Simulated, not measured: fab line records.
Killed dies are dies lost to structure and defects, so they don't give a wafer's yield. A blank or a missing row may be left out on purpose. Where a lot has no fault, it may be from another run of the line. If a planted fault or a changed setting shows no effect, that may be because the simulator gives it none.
Split-lot study	flow n5-finfet	21 wafers read across 7 lots, on a route 1938 steps long

SPLIT DETAILS
At N5_GATE_CUT_ETCH_58 (etches SiNx in CH3F/O2, target depth 17 nm, time 128.6 s), the setting bias-w was moved away from the recipe's 21 W on 10 of the 21 wafers read, by -11.3% to +17.9%. The other wafers ran this setting at the recipe's value.

The split's own step is where the reading is taken.

THE READING
rf-vpp-V, in V, at N5_GATE_CUT_ETCH_58 (etches SiNx in CH3F/O2, target depth 17 nm, time 128.6 s). On this fab line, fault-free wafers typically give 99.1 V with a standard deviation of 0.89 V.

wafer	tool, chamber at the split	bias-w as run, W	against the recipe	rf-vpp-V, V	against lot-mates on the recipe
L077.1	rie-diel-03, 3	21	recipe	99.1	-
L077.2	rie-diel-03, 1	24.57	+17.0%	108.2	+9.1
L077.3	rie-diel-03, 2	24.57	+17.0%	110.1	+11.0
L078.3	rie-diel-03, 0	22.07	+5.1%	103.0	+3.2
L078.4	rie-diel-03, 2	21	recipe	100.4	-
L078.5	rie-diel-03, 3	21	recipe	99.1	-
L079.2	rie-diel-03, 3	24.76	+17.9%	109.1	+8.8
L079.4	rie-diel-03, 0	24.76	+17.9%	111.1	+10.8
L079.5	rie-diel-03, 0	21	recipe	100.3	-
L080.3	rie-diel-02, 0	22.9	+9.0%	104.5	+4.2
L080.4	rie-diel-02, 3	21	recipe	100.3	-
L080.5	rie-diel-02, 3	22.9	+9.0%	104.5	+4.2
L091.4	rie-diel-02, 1	18.62	-11.3%	91.7	-8.2
L091.5	rie-diel-02, 1	21	recipe	100.2	-
L091.6	rie-diel-02, 0	21	recipe	99.7	-
L094.2	rie-diel-03, 0	21	recipe	98.8	-
L094.3	rie-diel-03, 1	21	recipe	98.7	-
L094.4	rie-diel-03, 3	21	recipe	97.6	-
L095.2	rie-diel-03, 0	20	-4.8%	94.8	-5.0
L095.3	rie-diel-03, 3	20	-4.8%	96.9	-2.9
L095.5	rie-diel-03, 0	21	recipe	99.8	-

FIT RESULTS
A straight line over all 21 wafers: rf-vpp-V changes by +0.605 V for each +1% of bias-w; r = +0.98; the points scatter about the line by 0.92 V.
The same after taking each lot's own level away (the mean of its wafers on the recipe; 21 wafers): +0.596 V for each +1%; r = +0.99; scatter 0.86 V.
The reading moves by 11 V for the largest change in bias-w, on that fit.
From 98.37 to 100.30 V: that is the span of the lots' own levels, equal to 2.2 times the standard deviation above.
The two slopes are in agreement: the lot-to-lot level therefore moves the slope only a little.
Check: for one of the wafers moved furthest among these (+17.9%), held out of the fit, the line's prediction against its lot-mates is +10.7 V. Against them it came out at +8.8 V.
Tool readings at the split's step, against how far the setting was moved: rf-vpp-V r = +0.98.

OTHER SPLITS ON THESE WAFERS
Before the reading, these wafers also passed through other splits. Each is held against what the fit with the lots' levels taken away leaves over:
other split on the same wafers	wafers away from the commonest value	r with rf-vpp-V (lot level and that fit taken away)
N5_HKMG_FIN_HK_ALD_01 ald-cycles	8	+0.05

THE WHOLE CHAIN: every reading that the file lists as answering this split, in the file's order
step	what it does	reading	change (the file's fit)	r (the file's)
N5_GATE_CUT_ETCH_58	etches SiNx in CH3F/O2, target depth 17 nm, time 128.6 s	rf-vpp-V	+0.588 V for each +1% of the setting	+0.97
N5_GATE_CUT_ETCH_58	etches SiNx in CH3F/O2, target depth 17 nm, time 128.6 s	etch.depth-nm (the simulator's own value, which no gauge read)	+0.0742 nm for each +1% of the setting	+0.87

FILE'S OWN FIT
rf-vpp-V changes by +0.588 V for each +1% of bias-w, r = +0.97.
